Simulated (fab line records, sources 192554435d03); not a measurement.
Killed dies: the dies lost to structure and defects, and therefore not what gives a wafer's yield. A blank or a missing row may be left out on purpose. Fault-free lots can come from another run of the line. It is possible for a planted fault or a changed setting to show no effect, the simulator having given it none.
Shared-tool check || flow n5 finfet || 10 lots, 30 wafers sampled

## REASON IT WAS OPENED
On 2 of the 10 lots, a flag is raised at N5_BEOL_M9_CD_MEAS_28 on the reading cd nm. No-fault wafers: 70.00 nm, standard deviation 0.23.
Rule: a lot is flagged in two cases, either no wafer of it has a number, or all its wafers with numbers fall more than 4 standard deviations from that mean. All remaining lots are regarded as sound.

{"lot": "L573", "measured": "day 11 15:49", "on": "cd sem-02", "cd nm (nm), wafer by wafer": "70.21 70.23 69.82", "flag": ""}
{"lot": "L576", "measured": "day 12 05:37", "on": "cd sem-01", "cd nm (nm), wafer by wafer": "69.84 69.96 70.05", "flag": ""}
{"lot": "L578", "measured": "day 12 22:43", "on": "cd sem-02", "cd nm (nm), wafer by wafer": "69.88 69.86 70.21", "flag": ""}
{"lot": "L579", "measured": "day 13 06:56", "on": "cd sem-01", "cd nm (nm), wafer by wafer": "70.10 70.11 70.18", "flag": ""}
{"lot": "L582", "measured": "day 13 15:42", "on": "cd sem-03", "cd nm (nm), wafer by wafer": "69.96 69.73 69.91", "flag": ""}
{"lot": "L583", "measured": "day 14 08:12", "on": "cd sem-03", "cd nm (nm), wafer by wafer": "69.82 70.06 70.13", "flag": ""}
{"lot": "L586", "measured": "day 15 07:57", "on": "cd sem-02", "cd nm (nm), wafer by wafer": "70.02 69.85 69.96", "flag": ""}
{"lot": "L588", "measured": "day 15 23:17", "on": "cd sem-03", "cd nm (nm), wafer by wafer": "67.35 67.70 67.57", "flag": "FLAGGED"}
{"lot": "L591", "measured": "day 16 21:23", "on": "cd sem-01", "cd nm (nm), wafer by wafer": "69.89 69.70 70.02", "flag": ""}
{"lot": "L593", "measured": "day 16 23:32", "on": "cd sem-01", "cd nm (nm), wafer by wafer": "68.06 67.99 68.66", "flag": "FLAGGED"}
Average over the flagged lots: 67.89 nm; offset from the usual -2.11 nm, equal to -9 standard deviations.

## LOT BY LOT: THE TOOL USED
The record holds 1 process step before the reading, out of a route of 1938 steps. In each cell: the tool, then ch and the chambers that the sampled wafers went through, then the start.
{"lot": "L573", "flag": "", "N5_BEOL_M9_EXPOSE_25": "euv scanner-01 ch 0, day 11 15:41"}
{"lot": "L576", "flag": "", "N5_BEOL_M9_EXPOSE_25": "euv scanner-01 ch 0, day 12 05:29"}
{"lot": "L578", "flag": "", "N5_BEOL_M9_EXPOSE_25": "euv scanner-02 ch 0, day 12 22:35"}
{"lot": "L579", "flag": "", "N5_BEOL_M9_EXPOSE_25": "euv scanner-01 ch 0, day 13 06:49"}
{"lot": "L582", "flag": "", "N5_BEOL_M9_EXPOSE_25": "euv scanner-01 ch 0, day 13 15:34"}
{"lot": "L583", "flag": "", "N5_BEOL_M9_EXPOSE_25": "euv scanner-01 ch 0, day 14 08:05"}
{"lot": "L586", "flag": "", "N5_BEOL_M9_EXPOSE_25": "euv scanner-02 ch 0, day 15 07:50"}
{"lot": "L588", "flag": "FLAGGED", "N5_BEOL_M9_EXPOSE_25": "euv scanner-01 ch 0, day 15 23:10"}
{"lot": "L591", "flag": "", "N5_BEOL_M9_EXPOSE_25": "euv scanner-02 ch 0, day 16 21:15"}
{"lot": "L593", "flag": "FLAGGED", "N5_BEOL_M9_EXPOSE_25": "euv scanner-01 ch 0, day 16 23:26"}
What the steps here do:
- N5_BEOL_M9_EXPOSE_25: exposes mask V8.
- N5_BEOL_M9_CD_MEAS_28: target cd 70 nm.

## FLAGGED OVER TOTAL, TOOL BY TOOL (the gauges that took the reading come last)
{"step": "N5_BEOL_M9_EXPOSE_25", "tool": "euv scanner-01", "lots run": 7, "flagged": 2, "share of the flagged lots": "all", "sound lots run after its first flagged lot": 0}
{"step": "N5_BEOL_M9_EXPOSE_25", "tool": "euv scanner-02", "lots run": 3, "flagged": 0, "share of the flagged lots": "none", "sound lots run after its first flagged lot": "-"}
{"step": "N5_BEOL_M9_CD_MEAS_28", "tool": "cd sem-01", "lots run": 4, "flagged": 1, "share of the flagged lots": "some", "sound lots run after its first flagged lot": 0}
{"step": "N5_BEOL_M9_CD_MEAS_28", "tool": "cd sem-02", "lots run": 3, "flagged": 0, "share of the flagged lots": "none", "sound lots run after its first flagged lot": "-"}
{"step": "N5_BEOL_M9_CD_MEAS_28", "tool": "cd sem-03", "lots run": 3, "flagged": 1, "share of the flagged lots": "some", "sound lots run after its first flagged lot": 0}

## WHAT THE TABLE ALLOWS
1 row of the table ran every flagged lot: euv scanner-01 at N5_BEOL_M9_EXPOSE_25.
- euv scanner-01 at N5_BEOL_M9_EXPOSE_25 ran 7 lots, 2 of them flagged. It ran its last sound lot, L583, at day 14 08:05 and its first flagged lot, L588, at day 15 23:10: a fault with its onset between the two fits. Its own readings (exposure dose mJ cm2) fall more than 4 standard deviations out on all wafers of the flagged lots.
Left over: one tool, euv scanner-01 at N5_BEOL_M9_EXPOSE_25.

## WHAT THE SIMULATOR HAD PUT IN
Process parameters drifting: euv scanner-01 at N5_BEOL_M9_EXPOSE_25, beginning at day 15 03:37. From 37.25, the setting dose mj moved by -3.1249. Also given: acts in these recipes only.
Lots struck among those shown: L588, L593. The rule above found the same.
